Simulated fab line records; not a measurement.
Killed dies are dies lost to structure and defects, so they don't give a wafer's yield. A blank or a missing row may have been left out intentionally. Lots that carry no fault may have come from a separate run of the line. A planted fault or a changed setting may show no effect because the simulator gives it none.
Split-lot trial ; flow n5-finfet ; 39 wafers read from 7 lots, route of 1938 steps

== ABOUT THE SPLIT ==
At N5_FIN_SAQP_PECVD_06 (deposits a-Si from SiH4/He, target thk 60 nm, time 48.1 s), the setting time-s was moved away from the recipe's 48.1 s on 18 of the 39 wafers read, by -57.9% to +35.0%. The other wafers ran this setting at the recipe's value.

== FROM THE SPLIT TO THE READING: what the file shows between them, 5 steps ==
- N5_FIN_SAQP_THK_MEAS_07
- N5_FIN_SAQP_HM_DEP_72: deposits SiO2 from SiH4/N2O, target thk 12 nm, time 7.2 s
- N5_FIN_SAQP_COAT_49: time 60 s, resist thk 100 nm
- N5_FIN_SAQP_HM_OPEN_73: chemistry CHF3/O2, target SiO2, stops on a-Si, target depth 12 nm, time 16.8 s
- N5_FIN_SAQP_STRIP_74: strips in CHF3/O2

== THE READING ==
oes-product-au, in a.u., at N5_FIN_SAQP_MANDREL_ETCH_22 (etches a-Si in HBr/Cl2, stops on SiNx, target depth 60 nm, bt time 10 s, time 30 s). On this fab line, fault-free wafers typically give 0.761 a.u. with a standard deviation of 0.014 a.u.

wafer;tool, chamber at the split;time-s as run, s;against the recipe;oes-product-au, a.u.;against lot-mates on the recipe
L077.1;pecvd-02, 2;48.1;recipe;0.751;-
L077.2;pecvd-02, 1;56.78;+18.0%;0.824;+0.062
L077.3;pecvd-02, 0;56.78;+18.0%;0.858;+0.096
L077.4;pecvd-02, 2;48.1;recipe;0.772;-
L077.5;pecvd-02, 0;56.78;+18.0%;0.857;+0.095
L077.6;pecvd-02, 1;48.1;recipe;0.764;-
L080.3;pecvd-03, 1;48.1;recipe;0.765;-
L080.4;pecvd-03, 2;48.1;recipe;0.772;-
L080.6;pecvd-03, 0;48.1;recipe;0.767;-
L081.1;pecvd-02, 0;48.1;recipe;0.753;-
L081.2;pecvd-02, 1;48.1;recipe;0.740;-
L081.3;pecvd-02, 2;62.81;+30.6%;0.906;+0.148
L081.4;pecvd-02, 0;62.81;+30.6%;0.915;+0.157
L081.5;pecvd-02, 1;48.1;recipe;0.780;-
L081.6;pecvd-02, 2;62.81;+30.6%;0.880;+0.122
L088.1;pecvd-02, 0;48.1;recipe;0.757;-
L088.2;pecvd-02, 1;48.1;recipe;0.768;-
L088.3;pecvd-02, 2;64.94;+35.0%;0.944;+0.188
L088.4;pecvd-02, 1;48.1;recipe;0.743;-
L088.5;pecvd-02, 0;64.94;+35.0%;0.937;+0.181
L088.6;pecvd-02, 2;64.94;+35.0%;0.911;+0.155
L090.1;pecvd-03, 1;48.1;recipe;0.771;-
L090.2;pecvd-03, 2;48.1;recipe;0.765;-
L090.3;pecvd-03, 0;48.1;recipe;0.737;-
L090.4;pecvd-03, 2;20.27;-57.9%;0.489;-0.269
L090.5;pecvd-03, 0;20.27;-57.9%;0.495;-0.263
L090.6;pecvd-03, 1;20.27;-57.9%;0.504;-0.254
L096.1;pecvd-03, 2;26.12;-45.7%;0.550;-0.207
L096.2;pecvd-03, 0;48.1;recipe;0.758;-
L096.3;pecvd-03, 1;26.12;-45.7%;0.557;-0.200
L096.4;pecvd-03, 1;26.12;-45.7%;0.536;-0.221
L096.5;pecvd-03, 2;48.1;recipe;0.774;-
L096.6;pecvd-03, 0;48.1;recipe;0.740;-
L097.1;pecvd-03, 1;27.54;-42.7%;0.544;-0.223
L097.2;pecvd-03, 2;27.54;-42.7%;0.561;-0.206
L097.3;pecvd-03, 0;48.1;recipe;0.761;-
L097.4;pecvd-03, 2;48.1;recipe;0.763;-
L097.5;pecvd-03, 0;48.1;recipe;0.778;-
L097.6;pecvd-03, 1;27.54;-42.7%;0.565;-0.202

FIT RESULTS
A straight line over all 39 wafers: oes-product-au changes by +0.00467 a.u. for each +1% of time-s; r = +1.00; the points scatter about the line by 0.013 a.u.
The same after taking each lot's own level away (the mean of its wafers on the recipe; 39 wafers): +0.0047 a.u. for each +1%; r = +0.99; scatter 0.013 a.u.
According to that fit, moving time-s by its largest amount changes the reading by 0.27 a.u.
The lots' own levels span 0.7560 to 0.7680 a.u., that is 0.9 times the standard deviation above.
So the lot-to-lot level changes the slope little: the two slopes agree.
Check: with one of the wafers moved furthest among these (-57.9%) left out of the fit, the line predicts -0.271 a.u. for it against its lot-mates. It came out at -0.269 a.u. against them.

== FURTHER SPLITS ON THESE WAFERS ==
Before the reading, these wafers also passed through other splits. Each is held against what the fit with the lots' levels taken away leaves over:
other split on the same wafers;wafers away from the commonest value;r with oes-product-au (lot level and that fit taken away)
N5_ZERO_LAYER_PECVD_02 time-s;15;+0.04

== THE WHOLE CHAIN: every reading that the file lists as answering this split, in the file's order ==
step;what it does;reading;change (the file's fit);r (the file's)
N5_FIN_SAQP_PECVD_06;deposits a-Si from SiH4/He, target thk 60 nm, time 48.1 s;a-Si_of_FIN_SAQP_PECVD_06.thk-nm (the simulator's own value, which no gauge read);+0.599 nm for each +1% of the setting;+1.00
N5_FIN_SAQP_THK_MEAS_07;;thk-nm;withheld for each +1% of the setting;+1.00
N5_FIN_SAQP_MANDREL_ETCH_22;etches a-Si in HBr/Cl2, stops on SiNx, target depth 60 nm, bt time 10 s, time 30 s;oes-product-au;+0.00469 a.u. for each +1% of the setting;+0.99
N5_FIN_SAQP_MANDREL_ETCH_22;etches a-Si in HBr/Cl2, stops on SiNx, target depth 60 nm, bt time 10 s, time 30 s;etch.depth-nm (the simulator's own value, which no gauge read);+0.599 nm for each +1% of the setting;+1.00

== FILE'S OWN FIT ==
oes-product-au changes by +0.00469 a.u. for each +1% of time-s, r = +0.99.
